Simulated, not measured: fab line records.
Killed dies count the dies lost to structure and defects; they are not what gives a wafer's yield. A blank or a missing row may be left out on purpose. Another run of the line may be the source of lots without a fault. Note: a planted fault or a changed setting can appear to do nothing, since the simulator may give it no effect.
Comparing a struck lot with a sound one	flow n5_finfet	39 steps out of a route of 1938
Sound: wafers L706.1, L706.2, L706.5. Wafers L714.1, L714.2, L714.5 were the ones struck. The cause is named last.
For every step that has rows: the tool of each side, followed by ch and its chambers, followed by its first start. Under that, the readings that differ: sound wafers	struck wafers	difference of the means	sigmas: that difference in standard deviations of wafers without a fault.
alike: words and numbers the same on both sides, and readings whose means are apart by under 2 such deviations; not compared: readings that were withheld, readings missing a value for some wafer, numbers with overlapping values and no deviation given by the record, and bounds like >300 which may hide the same value.
Wherever a step has rows on one side only, a row that says differs or no value, or a row with sigmas, the two part there. Non-overlapping numbers with no deviation appear without sigmas and do not part them. A reading missing from all wafers of one side parts the sides only when that side holds two or more wafers.

first, 11 steps without rows for these wafers: N5_MOL_CONTACT_COAG_ETCH_59 (etches underlayer in N2/H2, target depth 13 nm, time 10.4 s); N5_MOL_CONTACT_COAG_ETCH_105 (etches SiARC in CF4, target depth 15.6 nm, time 26 s); N5_MOL_CONTACT_COAG_ETCH_106 (etches SOC in N2/H2, target depth 80 nm, overetch 16 nm, time 120 s); N5_MOL_CONTACT_COAG_STRIP_107 (strips in N2/H2); N5_MOL_CONTACT_COAG_STRIP_108 (strips in N2/H2); N5_MOL_CONTACT_COAG_CONTACT_ETCH_14 (etches SiO2 in C4F6/O2, target depth 27.5 nm, overetch 8.5 nm, time 20 s); N5_MOL_CONTACT_COAG_STRIP_109 (strips in C4F6/O2); N5_MOL_CONTACT_COAG_ETCH_15 (etches SiNx in CH3F/O2, stops on Si:P, target depth 7 nm); N5_MOL_CONTACT_COAG_ETCH_110 (etches Si in CF4/O2, target depth 2.5 nm, time 8 s); N5_MOL_CONTACT_COAG_STRIP_98 (strips in N2/H2); N5_MOL_CONTACT_COAG_IMPLANT_129.
N5_MOL_CONTACT_COAG_PRECLEAN_111: cleans in NF3:NH3, afs cycles 1, time 20 s, sublimation time 60 s.
  sound on remote_plasma-02 ch 0, day 6 20:24; struck on remote_plasma-02 ch 0, day 8 18:14
then, 26 steps without rows for these wafers: N5_MOL_CONTACT_COAG_TI_SIL_19 (material Ti, target thk 4.2 nm, time 15 s); N5_MOL_CONTACT_COAG_ALD_20 (deposits TiN, target thk 1.5 nm, pulse time 1 s, purge time 3 s); N5_MOL_CONTACT_COAG_SIL_ANNEAL_21 (time 60 s); N5_MOL_CONTACT_COAG_PRE_CLEAN_141 (time 60 s); N5_MOL_CONTACT_COAG_SPUTTER_143 (material Co, target thk 2.5 nm); N5_MOL_CONTACT_COAG_CO_FILL_22 (material Co, precursor CCTBA/H2, target thk 20 nm); N5_MOL_CONTACT_COAG_ANNEAL_113 (time 300 s); N5_MOL_CONTACT_COAG_PRE_CLEAN_142 (time 60 s); N5_MOL_CONTACT_COAG_SPUTTER_130 (material Co, target thk 47.5 nm); N5_MOL_CONTACT_COAG_PRECLEAN_125 (cleans in DIW, time 57.5 s); N5_MOL_CONTACT_COAG_SRD_126 (dry time 32 s); N5_MOL_CONTACT_COAG_CMP_23 (polishes, stops on SiO2, t overpolish 1.5 s, target thk 0 nm); N5_MOL_CONTACT_COAG_WET_ETCH_26 (target Co, target depth 13 nm); N5_MOL_CONTACT_COAG_WET_ETCH_116 (etches the open film in SC1-inhibited, target depth 4.6 nm, rinse time 30 s); N5_MOL_CONTACT_COAG_ALD_27 (deposits SiOC, target thk 17 nm, pulse time 1.5 s, time 2720 s); N5_MOL_CONTACT_COAG_CMP_28 (polishes, stops on SiNx, t overpolish 0.85 s, target thk 14.522 nm); N5_MOL_CONTACT_COAG_ALD_123 (deposits SiNx, target thk 5 nm, pulse time 1 s, purge time 2 s); N5_MOL_CONTACT_COAG_PECVD_31 (deposits SiO2 from TEOS/O2, target thk 46 nm, time 8.9 s); N5_MOL_CONTACT_COAG_COAT_75 (time 60 s, resist thk 60 nm); N5_MOL_CONTACT_COAG_COAT_76 (time 60 s, resist thk 10 nm); N5_MOL_CONTACT_COAG_COAT_77 (time 60 s, resist thk 10 nm); N5_MOL_CONTACT_COAG_COAT_78 (resist thk 40 nm); N5_MOL_CONTACT_COAG_EBR_80; N5_MOL_CONTACT_COAG_SOFTBAKE_79 (time 60 s); N5_MOL_CONTACT_COAG_EXPOSE_81 (exposes mask VG, defocus 0 nm); N5_MOL_CONTACT_COAG_PEB_82 (peb time 60 s).
-- a jump in the record: the struck wafers' starts before and after are 8 days apart (it breaks off in module MOL_CONTACT_COAG and resumes in module PASSIVATION, where the first step shown is number 1936 of the route) --
N5_PASSIVATION_PROBE_49:
  sound on prober-02 at day 14 12:25; struck on prober-02 at day 17 06:11
reading	sound	struck	difference	sigmas
defect_limited_yield (%)	89.8 90.5 93.1	84.2 84.7 83.3	-7.1	-5
killed_at_contacts	8 7 9	118 101 112	+102	+18
killed_dies	120 112 81	186 181 197	+84	+5
sort_bin_5_function (%)	6.0 5.5 3.3	10.6 10.3 10.9	+5.7	+6
sort_n_pass	1060 1068 1099	994 999 983	-84	-5
sort_yield_pct (%)	89.8 90.5 93.1	84.2 84.7 83.3	-7.1	-5
  alike: killed_at_M0_to_M3, killed_at_M4_up, killed_at_front_end, killed_at_other, killed_open, killed_short, sort_bin_6_memory, sort_bin_8_speed

== WHERE THEY PART ==
Only at N5_PASSIVATION_PROBE_49, within this record.

WHY: whatever the simulator had introduced
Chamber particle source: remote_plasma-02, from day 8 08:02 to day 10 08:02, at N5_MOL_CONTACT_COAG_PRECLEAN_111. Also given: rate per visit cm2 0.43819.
